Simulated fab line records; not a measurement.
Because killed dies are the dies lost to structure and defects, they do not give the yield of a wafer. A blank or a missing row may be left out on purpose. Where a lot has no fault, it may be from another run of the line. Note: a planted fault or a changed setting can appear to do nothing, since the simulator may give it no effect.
Tool commonality check + flow n5-finfet + Lots sampled 9, wafers sampled 24

== REASON FOR OPENING ==
On 2 of the 9 lots, a flag is raised at N5_SD_EPI_N_EPI_MEAS_23 on the reading thk-nm. Fault-free wafers read 59.3 nm, with a standard deviation of 1.2.
Rule: a lot is flagged in two cases, either no wafer of it has a number, or all its wafers with numbers fall more than 4 standard deviations from that mean. All remaining lots are regarded as sound.

| lot  | measured    | on            | thk-nm (nm), wafer by wafer | flag    |
|------|-------------|---------------|-----------------------------|---------|
| L611 | day 4 00:19 | film-metro-02 | 61.4 59.1 60.6              |         |
| L612 | day 4 05:22 | film-metro-02 | 59.2 58.3 59.4              |         |
| L613 | day 4 10:26 | film-metro-01 | 67.3 65.8 65.3              | FLAGGED |
| L614 | day 4 15:33 | film-metro-02 | 68.6 65.2 67.7              | FLAGGED |
| L627 | day 8 00:05 | film-metro-01 | 61.8 60.8                   |         |
| L628 | day 8 08:17 | film-metro-01 | 58.2 60.0                   |         |
| L629 | day 8 09:40 | film-metro-01 | 57.9 58.2 59.2              |         |
| L630 | day 8 19:12 | film-metro-02 | 59.6 58.9 59.4              |         |
| L631 | day 9 03:54 | film-metro-01 | 56.8 59.2                   |         |
The numbers of the flagged lots are 66.7 nm on average: +7.4 nm against the usual, or +6 standard deviations.

== WHICH TOOL EACH LOT WENT THROUGH ==
The record holds 3 process steps before the reading, out of a route of 1938 steps. Cell contents, in order: the tool; ch with the chambers the sampled wafers went through; the start.
| lot  | flag    | N5_SPACER0_ALD_08                | N5_SD_EPI_N_DESCUM_14             | N5_SD_EPI_N_EPI_21             |
|------|---------|----------------------------------|-----------------------------------|--------------------------------|
| L611 |         | ald-sin-04 ch 1,3, day 3 20:25   | rie-diel-03 ch 2,3, day 3 20:56   | epi-rpcvd-03 ch 0, day 3 22:53 |
| L612 |         | ald-sin-03 ch 0,2,3, day 4 01:26 | rie-diel-06 ch 0,1,3, day 4 01:58 | epi-rpcvd-03 ch 0, day 4 03:55 |
| L613 | FLAGGED | ald-sin-04 ch 0,2,3, day 4 06:24 | rie-diel-06 ch 0,1,3, day 4 07:02 | epi-rpcvd-03 ch 0, day 4 08:43 |
| L614 | FLAGGED | ald-sin-04 ch 0,2, day 4 11:25   | rie-diel-06 ch 1,2,3, day 4 12:08 | epi-rpcvd-03 ch 0, day 4 13:50 |
| L627 |         | ald-sin-03 ch 0,2, day 7 20:02   | rie-diel-02 ch 0,3, day 7 20:41   | epi-rpcvd-02 ch 0, day 7 22:55 |
| L628 |         | ald-sin-02 ch 2,3, day 8 04:08   | rie-diel-06 ch 2,3, day 8 04:54   | epi-rpcvd-02 ch 0, day 8 07:24 |
| L629 |         | ald-sin-04 ch 1,2,3, day 8 05:44 | rie-diel-03 ch 0,1,3, day 8 06:16 | epi-rpcvd-01 ch 0, day 8 08:47 |
| L630 |         | ald-sin-02 ch 0,1,3, day 8 15:09 | rie-diel-06 ch 2,3, day 8 15:47   | epi-rpcvd-01 ch 0, day 8 17:28 |
| L631 |         | ald-sin-04 ch 0,1, day 8 22:35   | rie-diel-03 ch 1,3, day 8 23:46   | epi-rpcvd-03 ch 0, day 9 01:37 |
What the steps here do:
- N5_SPACER0_ALD_08: deposits SiNx, target thk 2 nm.
- N5_SD_EPI_N_DESCUM_14: chemistry O2, time 7.9 s.
- N5_SD_EPI_N_EPI_21: deposits Si:P, time 690 s.
- N5_SD_EPI_N_EPI_MEAS_23

== FLAGGED AGAINST TOTAL, ONE TOOL AT A TIME (gauges that did the reading follow at the end) ==
| step                    | tool          | lots run | flagged | share of the flagged lots | sound lots run after its first flagged lot |
|-------------------------|---------------|----------|---------|---------------------------|--------------------------------------------|
| N5_SPACER0_ALD_08       | ald-sin-02    | 2        | 0       | none                      | -                                          |
| N5_SPACER0_ALD_08       | ald-sin-03    | 2        | 0       | none                      | -                                          |
| N5_SPACER0_ALD_08       | ald-sin-04    | 5        | 2       | all                       | 2 (L629,L631)                              |
| N5_SD_EPI_N_DESCUM_14   | rie-diel-02   | 1        | 0       | none                      | -                                          |
| N5_SD_EPI_N_DESCUM_14   | rie-diel-03   | 3        | 0       | none                      | -                                          |
| N5_SD_EPI_N_DESCUM_14   | rie-diel-06   | 5        | 2       | all                       | 2 (L628,L630)                              |
| N5_SD_EPI_N_EPI_21      | epi-rpcvd-01  | 2        | 0       | none                      | -                                          |
| N5_SD_EPI_N_EPI_21      | epi-rpcvd-02  | 2        | 0       | none                      | -                                          |
| N5_SD_EPI_N_EPI_21      | epi-rpcvd-03  | 5        | 2       | all                       | 1 (L631)                                   |
| N5_SD_EPI_N_EPI_MEAS_23 | film-metro-01 | 5        | 1       | some                      | 4 (L627,L628,L629,L631)                    |
| N5_SD_EPI_N_EPI_MEAS_23 | film-metro-02 | 4        | 1       | some                      | 1 (L630)                                   |

== WHAT THE TABLE ALLOWS ==
Rows of the table that ran every flagged lot, 3 in all: ald-sin-04 at N5_SPACER0_ALD_08, rie-diel-06 at N5_SD_EPI_N_DESCUM_14, epi-rpcvd-03 at N5_SD_EPI_N_EPI_21.
- ald-sin-04 at N5_SPACER0_ALD_08 ran 5 lots, 2 of them flagged. Sound lots followed the first flagged one (L629, L631) on it, something a lasting fault affecting the whole tool could not allow.
- rie-diel-06 at N5_SD_EPI_N_DESCUM_14 ran 5 lots, 2 of them flagged. Sound lots followed the first flagged one (L628, L630) on it, something a lasting fault affecting the whole tool could not allow.
- epi-rpcvd-03 at N5_SD_EPI_N_EPI_21 ran 5 lots, 2 of them flagged. Sound lots followed the first flagged one (L631) on it, something a lasting fault affecting the whole tool could not allow.
Every row of the table either missed a flagged lot or ran a sound lot after the first.

== WHAT HAD BEEN PUT IN BY THE SIMULATOR ==
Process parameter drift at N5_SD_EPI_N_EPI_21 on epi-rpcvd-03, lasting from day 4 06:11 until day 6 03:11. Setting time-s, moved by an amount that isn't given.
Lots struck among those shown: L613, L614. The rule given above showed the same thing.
